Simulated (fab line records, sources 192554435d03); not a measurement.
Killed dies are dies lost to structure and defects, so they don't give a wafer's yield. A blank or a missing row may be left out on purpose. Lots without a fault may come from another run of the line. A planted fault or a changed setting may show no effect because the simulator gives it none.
Split-lot experiment | flow n5_finfet | 7 lots, 39 wafers read, on a route of 1938 steps

THE SPLIT
At N5_DUMMY_GATE_EXPOSE_12 (exposes mask GATE, target cd 25 nm), the setting dose_mj was moved away from the recipe's 34 on 9 of the 39 wafers read, by -3.6% to +6.4%. The other wafers ran this setting at the recipe's value.

FROM THE SPLIT TO THE READING: what the file shows between them, 2 steps
- N5_DUMMY_GATE_PEB_13: peb time 60 s
- N5_DUMMY_GATE_DEVELOP_14: develop time 30 s

THE READING
cd_nm, in nm, at N5_DUMMY_GATE_CD_MEAS_15 (target cd 25.8 nm). Fault-free wafers of this fab line usually give 24.96 nm, standard deviation 0.26 nm.

wafer  | tool, chamber at the split | dose_mj as run | against the recipe | cd_nm, nm | against lot-mates on the recipe
L076.1 | euv_scanner-01, 0          | 34             | recipe             | 25.48     | -
L076.2 | euv_scanner-01, 0          | 34             | recipe             | 25.06     | -
L076.3 | euv_scanner-01, 0          | 34             | recipe             | 25.38     | -
L076.4 | euv_scanner-01, 0          | 34             | recipe             | 24.96     | -
L076.5 | euv_scanner-01, 0          | 34             | recipe             | 25.48     | -
L076.6 | euv_scanner-01, 0          | 34             | recipe             | 25.29     | -
L085.1 | euv_scanner-02, 0          | 34             | recipe             | 24.49     | -
L085.2 | euv_scanner-02, 0          | 34             | recipe             | 24.74     | -
L085.3 | euv_scanner-02, 0          | 34             | recipe             | 25.42     | -
L085.4 | euv_scanner-02, 0          | 34             | recipe             | 25.00     | -
L085.5 | euv_scanner-02, 0          | 34             | recipe             | 25.22     | -
L085.6 | euv_scanner-02, 0          | 34             | recipe             | 25.33     | -
L086.1 | euv_scanner-01, 0          | 34             | recipe             | 24.96     | -
L086.2 | euv_scanner-01, 0          | 34             | recipe             | 24.63     | -
L086.3 | euv_scanner-01, 0          | 34             | recipe             | 24.59     | -
L086.4 | euv_scanner-01, 0          | 34             | recipe             | 24.97     | -
L086.5 | euv_scanner-01, 0          | 34             | recipe             | 24.78     | -
L086.6 | euv_scanner-01, 0          | 34             | recipe             | 25.08     | -
L089.1 | euv_scanner-01, 0          | 32.77          | -3.6%              | 25.44     | +0.68
L089.2 | euv_scanner-01, 0          | 32.77          | -3.6%              | 25.25     | +0.49
L089.3 | euv_scanner-01, 0          | 34             | recipe             | 24.92     | -
L089.4 | euv_scanner-01, 0          | 34             | recipe             | 24.68     | -
L089.5 | euv_scanner-01, 0          | 34             | recipe             | 24.68     | -
L089.6 | euv_scanner-01, 0          | 32.77          | -3.6%              | 25.53     | +0.77
L090.1 | euv_scanner-01, 0          | 35.7           | +5.0%              | 23.77     | -1.00
L090.2 | euv_scanner-01, 0          | 35.7           | +5.0%              | 24.08     | -0.69
L090.3 | euv_scanner-01, 0          | 34             | recipe             | 24.65     | -
L090.4 | euv_scanner-01, 0          | 35.7           | +5.0%              | 23.59     | -1.18
L090.5 | euv_scanner-01, 0          | 34             | recipe             | 24.71     | -
L090.6 | euv_scanner-01, 0          | 34             | recipe             | 24.96     | -
L094.1 | euv_scanner-02, 0          | 36.19          | +6.4%              | 23.85     | -1.31
L094.2 | euv_scanner-02, 0          | 34             | recipe             | 25.05     | -
L094.3 | euv_scanner-02, 0          | 34             | recipe             | 25.30     | -
L094.4 | euv_scanner-02, 0          | 36.19          | +6.4%              | 24.04     | -1.12
L094.5 | euv_scanner-02, 0          | 36.19          | +6.4%              | 23.81     | -1.35
L094.6 | euv_scanner-02, 0          | 34             | recipe             | 25.14     | -
L095.1 | euv_scanner-02, 0          | 34             | recipe             | 24.95     | -
L095.2 | euv_scanner-02, 0          | 34             | recipe             | 25.04     | -
L095.5 | euv_scanner-02, 0          | 34             | recipe             | 24.85     | -

THE FIT
A straight line over all 39 wafers: cd_nm changes by -0.178 nm for each +1% of dose_mj; r = -0.85; the points scatter about the line by 0.28 nm.
The same after taking each lot's own level away (the mean of its wafers on the recipe; 39 wafers): -0.191 nm for each +1%; r = -0.92; scatter 0.2 nm.
On that fit, the largest move of dose_mj shifts the reading by 1.2 nm.
The lots' own levels span 24.760 to 25.275 nm, that is 2.0 times the standard deviation above.
So the lot-to-lot level changes the slope little: the two slopes agree.
Check: with one of the wafers moved furthest among these (+6.4%) left out of the fit, the line predicts -1.22 nm for it against its lot-mates. It came out at -1.31 nm against them.

OTHER SPLITS ON THESE WAFERS
These wafers also went through other splits before the reading. Each is held against what the fit with the lots' levels taken away leaves over:
other split on the same wafers | wafers away from the commonest value | r with cd_nm (lot level and that fit taken away)
N5_FIN_SAQP_FIN_ETCH_36 bias_w | 15                                   | -0.08

THE WHOLE CHAIN: every reading that the file lists as answering this split, in the file's order
step                     | what it does                             | reading                                                           | change (the file's fit)               | r (the file's)
N5_DUMMY_GATE_CD_MEAS_15 | target cd 25.8 nm                        | cd_nm                                                             | -0.192 nm for each +1% of the setting | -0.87
N5_DUMMY_GATE_TRIM_49    | chemistry O2, time 29 s, target cd 14 nm | DUMMY_GATE.cd_nm (the simulator's own value, which no gauge read) | -0.19 nm for each +1% of the setting  | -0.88

THE FILE'S OWN FIT
cd_nm changes by -0.192 nm for each +1% of dose_mj, r = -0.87.
